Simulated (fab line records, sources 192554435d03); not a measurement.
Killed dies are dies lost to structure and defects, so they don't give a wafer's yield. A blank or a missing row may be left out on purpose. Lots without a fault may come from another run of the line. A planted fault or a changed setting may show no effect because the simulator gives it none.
One fault seen from 2 desks | flow n5_finfet | each desk has only its own numbers; what lay behind them comes last

THE METROLOGY DESK
What the gauges read, lot by lot, whatever tool the lot ran on: means of the sampled wafers that have a number. A lot is out of limits, marked OUT, if its mean lies more than 4 standard deviations from the usual mean; the brackets give that distance. Of its 27 readings 7 are shown: the one that was out of limits first, and those that lie furthest out on some lot.
Columns: A = trench_depth_nm at N5_BEOL_M10_OCD_MEAS_38, usual 150 nm; B = M10_THK at N5_BEOL_M10_THK_MEAS_53, usual 140 nm; C = M10_RS at N5_BEOL_M10_RS_MEAS_57, usual 0.150 ohm/sq; D = SERP_M10 at N5_BEOL_M15_RC_MEAS_101, usual 3.06 ohm/um; E = SERP_M10_max_site at N5_BEOL_M15_RC_MEAS_101, usual 3.15 ohm/um; F = SERP_M12 at N5_BEOL_M15_RC_MEAS_101, usual 0.635 ohm/um; G = SERP_M14 at N5_BEOL_M15_RC_MEAS_101, usual 0.157 ohm/um
lot  | first seen here | A   | B              | C                | D    | E    | F     | G
L547 | day 12 11:17    | 149 | 139            | 0.152            | 3.08 | 3.19 | 0.653 | 0.152
L561 | day 16 10:56    | 143 | 131            | 0.161            | 3.33 | 3.39 | 0.596 | 0.156
L559 | day 17 00:01    | 136 | 125 (-4.2) OUT | 0.169 (+4.4) OUT | 3.41 | 3.47 | 0.667 | 0.168
L566 | day 17 22:50    | 149 | 141            | 0.150            | 2.99 | 3.06 | 0.654 | 0.158
This desk's finding: out of limits on L559; first on L559, day 17 02:14 (M10_THK at N5_BEOL_M10_THK_MEAS_53). In limits: L547, L561, L566.

THE TOOL OWNER'S DESK: rie_diel-04
The tool's own readings at N5_BEOL_M10_TRENCH_ETCH_37 (etches SiCOH lowk in C4F6/O2, target depth 148.83 nm, time 48 s): means of the sampled wafers that have a number, for each lot that ran on this tool. A lot is out of limits, marked OUT, if its mean lies more than 4 standard deviations from the usual mean; the brackets give that distance. Of its 8 readings 7 are shown: the one that was out of limits first, and those that lie furthest out on some lot.
Columns: A = bias_w at N5_BEOL_M10_TRENCH_ETCH_37, usual 185.0 W; B = oes_ar_750_au at N5_BEOL_M10_TRENCH_ETCH_37, usual 0.79 a.u.; C = oes_f_703_au at N5_BEOL_M10_TRENCH_ETCH_37, usual 0.79 a.u.; D = oes_product_au at N5_BEOL_M10_TRENCH_ETCH_37, usual 0.80 a.u.; E = rf_vpp_V at N5_BEOL_M10_TRENCH_ETCH_37, usual 667 V; F = showerhead_plenum_p_Torr at N5_BEOL_M10_TRENCH_ETCH_37, usual 2.85 Torr; G = throttle_valve_pct at N5_BEOL_M10_TRENCH_ETCH_37, usual 20.99 %
lot  | first seen here | A               | B    | C    | D    | E              | F    | G
L547 | day 12 11:02    | 185.2           | 0.77 | 0.76 | 0.75 | 658            | 2.79 | 21.29
L561 | day 16 10:45    | 162.2 (-36) OUT | 0.71 | 0.72 | 0.69 | 594 (-4.5) OUT | 2.74 | 20.94
L559 | day 16 23:50    | 140.5 (-71) OUT | 0.71 | 0.71 | 0.69 | 539 (-8.0) OUT | 2.78 | 20.68
This desk's finding: out of limits on L559, L561; first on L561, day 16 10:45 (bias_w at N5_BEOL_M10_TRENCH_ETCH_37). In limits: L547.

PUT TOGETHER
The tool owner's desk could have raised an alarm at day 16 10:45, on L559, L561.
The metrology desk could have raised an alarm at day 17 02:14, on L559.
The metrology desk has L561 on record, within its limits.
Of the lots named, all ran N5_BEOL_M10_TRENCH_ETCH_37 on rie_diel-04.

WHAT THE SIMULATOR HAD PUT IN
Process parameter drift: rie_diel-04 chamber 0, from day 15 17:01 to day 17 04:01, at N5_BEOL_M10_TRENCH_ETCH_37. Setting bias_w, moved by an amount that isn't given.
Lots struck among those shown: L559, L561.
Hours from the fault's start to each desk's first reading out of limits: the tool owner's desk, 18; the metrology desk, 33.
